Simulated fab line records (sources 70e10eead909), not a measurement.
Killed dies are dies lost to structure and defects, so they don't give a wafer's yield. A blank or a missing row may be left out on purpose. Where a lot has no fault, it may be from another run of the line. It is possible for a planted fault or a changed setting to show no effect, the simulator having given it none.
Which tool did it? | flow nandHarc | 11 lots, 32 wafers sampled, at 5 steps of a route of 1302

== WHAT THE GAUGES READ, wafer by wafer ==
NHARC_END_SORT_01.
lot  | measured     | on        | killedAtArray
L728 | day 27 17:58 | prober-01 | 211 193
L735 | day 30 08:07 | prober-02 | 60 73 58

== EACH LOT AND THE TOOL THAT RAN IT (in order: tool; ch and the chambers of the sampled wafers; start) ==
lot  | NHARC_A_STAIRCASE_ETCH_21                    | NHARC_A_STAIRCASE_STRIP_175         | NHARC_A_STAIRCASE_TRIM_191        | NHARC_A_STAIRCASE_TRIM_202
L724 | rieDiel-07 ch 0,1,3, day 17 00:13 or earlier | plasmaAsher-01 ch 0,1, day 17 00:13 | rieDiel-04 ch 2,3, day 17 02:26   | rieDiel-04 ch 0,1,2, no start
L728 | rieDiel-10 ch 0,1, day 19 00:32 or earlier   | plasmaAsher-01 ch 0,1, day 19 00:32 | rieDiel-04 ch 0,3, day 19 02:28   | rieDiel-10 ch 0,3, day 27 17:58 or earlier
L736 | rieDiel-10 ch 0,1,2, day 21 22:53 or earlier | plasmaAsher-02 ch 0,1, day 21 22:53 | rieDiel-04 ch 0,1,2, day 22 01:00 | rieDiel-04 ch 0,1,2, no start
L735 | rieDiel-04 ch 1,2,3, day 21 22:46 or earlier | plasmaAsher-01 ch 0,1, day 21 22:46 | rieDiel-10 ch 0,1,2, day 22 00:55 | rieDiel-07 ch 0,1,2, day 30 08:07 or earlier
L737 | rieDiel-04 ch 2,3, day 22 16:10 or earlier   | plasmaAsher-02 ch 0,1, day 22 16:10 | rieDiel-04 ch 1,2, day 22 18:13   | rieDiel-04 ch 2,3, no start
L738 | rieDiel-04 ch 0,1,3, day 23 02:41 or earlier | plasmaAsher-02 ch 0,1, day 23 02:41 | rieDiel-10 ch 0,2,3, day 23 04:43 | rieDiel-10 ch 0,3, no start
L741 | rieDiel-04 ch 1,2,3, day 23 22:17 or earlier | plasmaAsher-01 ch 0,1, day 23 22:17 | rieDiel-04 ch 1,2,3, day 24 00:16 | rieDiel-04 ch 1,2, no start
L740 | rieDiel-10 ch 1,2, day 23 22:44 or earlier   | plasmaAsher-01 ch 0,1, day 23 22:44 | rieDiel-10 ch 1,2, day 24 00:47   | rieDiel-04 ch 0,1,3, no start
L743 | rieDiel-10 ch 0,2,3, day 24 17:02 or earlier | plasmaAsher-01 ch 0,1, day 24 17:02 | rieDiel-10 ch 0,1,2, day 24 18:59 | rieDiel-10 ch 0,2,3, no start
L742 | rieDiel-10 ch 0,2,3, day 24 21:05 or earlier | plasmaAsher-02 ch 0,1, day 24 21:05 | rieDiel-10 ch 0,2, day 25 00:31   | rieDiel-10 ch 2,3, no start
L744 | rieDiel-07 ch 0,2, day 25 17:07 or earlier   | plasmaAsher-02 ch 0,1, day 25 17:07 | rieDiel-07 ch 0,1, day 25 19:29   | rieDiel-07 ch 0,1,3, no start
- NHARC_A_STAIRCASE_ETCH_21: etches the open film in C4F8/O2, target depth 100 nm, time 40.5 s.
- NHARC_A_STAIRCASE_STRIP_175: strips in O2.
- NHARC_A_STAIRCASE_TRIM_191: chemistry O2, time 211.2 s.
- NHARC_A_STAIRCASE_TRIM_202: chemistry O2, time 211.2 s.

== THE ANSWER, worked out from the rows above alone ==
Rule: usual is defined by the lots themselves. The widest of any qualifying gaps counts: lots, ordered by their means at a reading, are off when they make up no more than a third of the lots, leave a main group of 4 or more, and stand apart from it by 3 or more times the standard deviation of that group's means. A main group is skipped when, at the precision printed for the reading in the tables above, its means are all equal. A lot without any number at a reading at which 4 lots or more have one is off too. All remaining lots with rows at the step are treated as sound.
No lot is off on any of the readings shown, so nothing can be concluded from this.

== WHAT THE SIMULATOR PUT IN ==
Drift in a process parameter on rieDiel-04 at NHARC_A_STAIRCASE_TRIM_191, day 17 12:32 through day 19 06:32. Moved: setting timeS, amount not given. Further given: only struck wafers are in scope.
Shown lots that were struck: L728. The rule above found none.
